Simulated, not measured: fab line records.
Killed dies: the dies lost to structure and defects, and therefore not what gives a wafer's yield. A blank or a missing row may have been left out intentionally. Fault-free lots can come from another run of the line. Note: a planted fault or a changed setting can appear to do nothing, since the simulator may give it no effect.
Split-lot experiment / flow n5Finfet / route with 1938 steps; 7 lots, 21 wafers read

THE SPLIT
At N5_BEOL_M8_HM_DEP_02 (deposits TiN, target thk 20 nm), the setting targetThkA was moved away from the recipe's 200 angstrom on 8 of the 21 wafers read, by -12.3% to +12.7%. The other wafers ran this setting at the recipe's value.

FROM THE SPLIT TO THE READING: what the file shows between them, 8 steps
- N5_BEOL_M8_COAT_59: time 60 s, resist thk 100 nm
- N5_BEOL_M8_COAT_60: time 60 s, resist thk 35 nm
- N5_BEOL_M8_STRIP_68: strips in N2/H2
- N5_BEOL_M8_STRIP_67: strips in CF4
- N5_BEOL_M8_HM_OPEN_17: chemistry Cl2/BCl3, target TiN, target depth 20 nm, overetch 6 nm
- N5_BEOL_M8_STRIP_19: strips in O2
- N5_BEOL_M8_STRIP_76: strips in C4F6/O2
- N5_BEOL_M8_STRIP_36: strips in N2/H2

THE READING
TiN_of_BEOL_M8_HM_DEP_02.thkNm (the simulator's own value, which no gauge read), in nm, at N5_BEOL_M8_TRENCH_ETCH_37 (etches SiCOH lowk in C4F6/O2, target depth 93.478 nm, time 31.2 s). No usual value for it is given in the file. Here, 13 wafers ran the recipe; their average is 17.2 nm with a standard deviation of 0.38 nm.

wafer=L077.2; tool, chamber at the split=pvdSputter-02, -; targetThkA as run, angstrom=200; against the recipe=recipe; TiN_of_BEOL_M8_HM_DEP_02.thkNm, nm=17.2; against lot-mates on the recipe=-
wafer=L077.5; tool, chamber at the split=pvdSputter-02, -; targetThkA as run, angstrom=186.6; against the recipe=-6.7%; TiN_of_BEOL_M8_HM_DEP_02.thkNm, nm=16.4; against lot-mates on the recipe=-0.9
wafer=L077.6; tool, chamber at the split=pvdSputter-02, -; targetThkA as run, angstrom=200; against the recipe=recipe; TiN_of_BEOL_M8_HM_DEP_02.thkNm, nm=17.4; against lot-mates on the recipe=-
wafer=L080.2; tool, chamber at the split=pvdSputter-03, -; targetThkA as run, angstrom=225.5; against the recipe=+12.7%; TiN_of_BEOL_M8_HM_DEP_02.thkNm, nm=19.4; against lot-mates on the recipe=+2.0
wafer=L080.3; tool, chamber at the split=pvdSputter-03, -; targetThkA as run, angstrom=225.5; against the recipe=+12.7%; TiN_of_BEOL_M8_HM_DEP_02.thkNm, nm=19.2; against lot-mates on the recipe=+1.8
wafer=L080.5; tool, chamber at the split=pvdSputter-03, -; targetThkA as run, angstrom=200; against the recipe=recipe; TiN_of_BEOL_M8_HM_DEP_02.thkNm, nm=17.4; against lot-mates on the recipe=-
wafer=L083.1; tool, chamber at the split=pvdSputter-03, -; targetThkA as run, angstrom=200; against the recipe=recipe; TiN_of_BEOL_M8_HM_DEP_02.thkNm, nm=18; against lot-mates on the recipe=-
wafer=L083.2; tool, chamber at the split=pvdSputter-03, -; targetThkA as run, angstrom=200; against the recipe=recipe; TiN_of_BEOL_M8_HM_DEP_02.thkNm, nm=17.2; against lot-mates on the recipe=-
wafer=L083.6; tool, chamber at the split=pvdSputter-03, -; targetThkA as run, angstrom=200; against the recipe=recipe; TiN_of_BEOL_M8_HM_DEP_02.thkNm, nm=17.4; against lot-mates on the recipe=-
wafer=L087.2; tool, chamber at the split=pvdSputter-01, -; targetThkA as run, angstrom=175.4; against the recipe=-12.3%; TiN_of_BEOL_M8_HM_DEP_02.thkNm, nm=14.8; against lot-mates on the recipe=-2.0
wafer=L087.3; tool, chamber at the split=pvdSputter-01, -; targetThkA as run, angstrom=175.4; against the recipe=-12.3%; TiN_of_BEOL_M8_HM_DEP_02.thkNm, nm=14; against lot-mates on the recipe=-2.8
wafer=L087.6; tool, chamber at the split=pvdSputter-01, -; targetThkA as run, angstrom=200; against the recipe=recipe; TiN_of_BEOL_M8_HM_DEP_02.thkNm, nm=16.8; against lot-mates on the recipe=-
wafer=L088.3; tool, chamber at the split=pvdSputter-01, -; targetThkA as run, angstrom=200; against the recipe=recipe; TiN_of_BEOL_M8_HM_DEP_02.thkNm, nm=17; against lot-mates on the recipe=-
wafer=L088.4; tool, chamber at the split=pvdSputter-01, -; targetThkA as run, angstrom=200; against the recipe=recipe; TiN_of_BEOL_M8_HM_DEP_02.thkNm, nm=16.6; against lot-mates on the recipe=-
wafer=L088.5; tool, chamber at the split=pvdSputter-01, -; targetThkA as run, angstrom=216.8; against the recipe=+8.4%; TiN_of_BEOL_M8_HM_DEP_02.thkNm, nm=18.4; against lot-mates on the recipe=+1.6
wafer=L093.2; tool, chamber at the split=pvdSputter-01, -; targetThkA as run, angstrom=200; against the recipe=recipe; TiN_of_BEOL_M8_HM_DEP_02.thkNm, nm=17.2; against lot-mates on the recipe=-
wafer=L093.4; tool, chamber at the split=pvdSputter-01, -; targetThkA as run, angstrom=219.6; against the recipe=+9.8%; TiN_of_BEOL_M8_HM_DEP_02.thkNm, nm=19; against lot-mates on the recipe=+1.8
wafer=L093.6; tool, chamber at the split=pvdSputter-01, -; targetThkA as run, angstrom=219.6; against the recipe=+9.8%; TiN_of_BEOL_M8_HM_DEP_02.thkNm, nm=18.8; against lot-mates on the recipe=+1.6
wafer=L095.2; tool, chamber at the split=pvdSputter-01, -; targetThkA as run, angstrom=200; against the recipe=recipe; TiN_of_BEOL_M8_HM_DEP_02.thkNm, nm=17; against lot-mates on the recipe=-
wafer=L095.4; tool, chamber at the split=pvdSputter-01, -; targetThkA as run, angstrom=200; against the recipe=recipe; TiN_of_BEOL_M8_HM_DEP_02.thkNm, nm=17.6; against lot-mates on the recipe=-
wafer=L095.5; tool, chamber at the split=pvdSputter-01, -; targetThkA as run, angstrom=200; against the recipe=recipe; TiN_of_BEOL_M8_HM_DEP_02.thkNm, nm=16.6; against lot-mates on the recipe=-

THE FIT
A straight line over all 21 wafers: TiN_of_BEOL_M8_HM_DEP_02.thkNm changes by +0.185 nm for each +1% of targetThkA; r = +0.95; the points scatter about the line by 0.4 nm.
The same after taking each lot's own level away (the mean of its wafers on the recipe; 21 wafers): +0.172 nm for each +1%; r = +0.97; scatter 0.3 nm.
Per that fit: largest targetThkA move, reading shift of 2.2 nm.
From 16.80 to 17.53 nm: that is the span of the lots' own levels, equal to 1.9 times the standard deviation above.
So the lot-to-lot level changes the slope little: the two slopes agree.
Check: with one of the wafers moved furthest among these (+12.7%) left out of the fit, the line predicts +2.2 nm for it against its lot-mates. It came out at +2 nm against them.

THE WHOLE CHAIN: every reading that the file lists as answering this split, in the file's order
step=N5_BEOL_M8_HM_DEP_02; what it does=deposits TiN, target thk 20 nm; reading=TiN_of_BEOL_M8_HM_DEP_02.thkNm (the simulator's own value, which no gauge read); change (the file's fit)=+0.176 nm for each +1% of the setting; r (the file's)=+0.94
step=N5_BEOL_M8_HM_OPEN_17; what it does=chemistry Cl2/BCl3, target TiN, target depth 20 nm, overetch 6 nm; reading=etch.depthNm (the simulator's own value, which no gauge read); change (the file's fit)=+0.174 nm for each +1% of the setting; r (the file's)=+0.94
step=N5_BEOL_M8_TRENCH_ETCH_37; what it does=etches SiCOH lowk in C4F6/O2, target depth 93.478 nm, time 31.2 s; reading=TiN_of_BEOL_M8_HM_DEP_02.thkNm (the simulator's own value, which no gauge read); change (the file's fit)=+0.171 nm for each +1% of the setting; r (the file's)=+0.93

FILE'S OWN FIT
TiN_of_BEOL_M8_HM_DEP_02.thkNm changes by +0.171 nm for each +1% of targetThkA, r = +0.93.
